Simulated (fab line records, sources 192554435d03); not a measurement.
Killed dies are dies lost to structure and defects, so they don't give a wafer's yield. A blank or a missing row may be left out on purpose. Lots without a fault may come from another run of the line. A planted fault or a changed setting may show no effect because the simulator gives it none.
Chamber matching | flow n5_finfet | N5_BEOL_M6_ETCH_62 on rie_diel-01: 4 sister chambers
The step etches SOC in N2/H2, target depth 110 nm, overetch 22 nm, time 165 s. 4 wafers are shown with their chamber, then 7 later ones without.

WAFERS WITH THEIR CHAMBER
wafer  | chamber | showerhead_plenum_p_Torr (Torr)
L078.3 | 2       | 2.56
L082.5 | 1       | 2.70
L089.3 | 3       | 2.44
L089.4 | 0       | 2.44

WAFERS WITHOUT THEIR CHAMBER
wafer  | showerhead_plenum_p_Torr (Torr)
L089.6 | 2.44
L090.2 | 2.69
L090.4 | 2.44
L090.6 | 2.44
L094.3 | 2.55
L094.4 | 2.44
L094.5 | 2.43

WHICH CHAMBER EACH WENT THROUGH
wafer  | from the rows above     | in truth
L089.6 | can't be placed: 0 or 3 | 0
L090.2 | 1                       | 1
L090.4 | can't be placed: 0 or 3 | 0
L090.6 | can't be placed: 0 or 3 | 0
L094.3 | 2                       | 2
L094.4 | can't be placed: 0 or 3 | 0
L094.5 | can't be placed: 0 or 3 | 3
Placed correctly: 2 of 7. Can't be placed from these rows: 5 (the true chamber is among the candidates in 5). Placed wrongly: 0.
How it was worked out, from the rows above alone: a wafer's distance from a chamber is the root of the sum, over the readings, of the square of ((its reading less the chamber's mean) divided by the reading's scatter). The wafer belongs to the nearest chamber; if the next one is less than 2 further off, it can't be placed. A chamber's mean is the mean of its shown wafers. The scatter: with one shown wafer a chamber, the root of the mean of the squares of how far each hidden wafer lies from its nearest shown one.
